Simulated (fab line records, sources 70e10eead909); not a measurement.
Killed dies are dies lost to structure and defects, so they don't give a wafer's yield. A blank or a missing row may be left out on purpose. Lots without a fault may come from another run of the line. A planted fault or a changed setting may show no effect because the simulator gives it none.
Which tool did it? | flow nand_harc | 7 lots, 21 wafers sampled, at 3 steps of a route of 1302

WHAT THE GAUGES READ, wafer by wafer
NHARC_A_CHANNEL_HOLE_D1_OVL_MEAS_11.
lot  | measured     | on         | overlay_x_nm (nm)
L986 | day 9 03:25  | overlay-01 | -1.1 -0.6 -0.9
L988 | day 10 04:02 | overlay-02 | 0.5 0.1 0.4
L997 | day 13 20:19 | overlay-02 | -1.3 -0.8 -1.2
L999 | day 14 17:15 | overlay-02 | 0.5 0.4 -0.2
L101 | day 15 09:50 | overlay-01 | -1.0 -1.7 -1.9
L105 | day 16 23:19 | overlay-01 | -1.7 -1.5 -1.7
L108 | day 18 05:19 | overlay-01 | -0.1 -0.2 0.0

WHICH TOOL RAN EACH LOT (tool, then ch and the chambers of the sampled wafers, then the start)
lot  | NHARC_A_ZERO_WELL_ETCH_13        | NHARC_A_CHANNEL_HOLE_D1_DEP_00
L986 | rie_si-01 ch 0,1,3, day 7 10:53  | acl_dep-03 ch 0, day 8 21:48 and acl_dep-02 ch 0, day 9 00:43
L988 | rie_si-02 ch 0,1,2, day 7 23:37  | acl_dep-01 ch 0, day 9 21:34 and acl_dep-02 ch 0, day 10 01:26
L997 | rie_si-02 ch 0,2,3, day 11 23:41 | acl_dep-02 ch 0, day 13 17:55
L999 | rie_si-06 ch 0,1,2, day 12 21:04 | acl_dep-02 ch 0, day 14 14:50
L101 | rie_si-06 ch 2,3, day 13 20:28   | acl_dep-01 ch 0, day 15 07:23
L105 | rie_si-01 ch 1,2,3, day 15 02:01 | acl_dep-02 ch 0, day 16 21:32
L108 | rie_si-02 ch 1,2, day 16 13:55   | acl_dep-03 ch 0, day 18 02:35
- NHARC_A_ZERO_WELL_ETCH_13: etches the open film in HBr/Cl2, target depth 120 nm, time 40.1 s.
- NHARC_A_CHANNEL_HOLE_D1_DEP_00: deposits aC, target thk 3100 nm.

THE ANSWER, worked out from the rows above alone
Rule: what is usual is taken from the lots themselves. Put in order of their means at a reading, lots are off if they are a third of the lots or fewer, leave a main group of 4 or more, and stand apart from it by a gap of 3 or more times the standard deviation of the main group's means; of several such gaps the widest counts. A main group whose means are all the same, to the digits that the tables above print for the reading, isn't used. A lot without any number at a reading at which 4 lots or more have one is off too. The other lots that the step has rows for count as sound.
No lot is off at any reading shown: from this, nothing can be told.

WHAT THE SIMULATOR HAD PUT IN
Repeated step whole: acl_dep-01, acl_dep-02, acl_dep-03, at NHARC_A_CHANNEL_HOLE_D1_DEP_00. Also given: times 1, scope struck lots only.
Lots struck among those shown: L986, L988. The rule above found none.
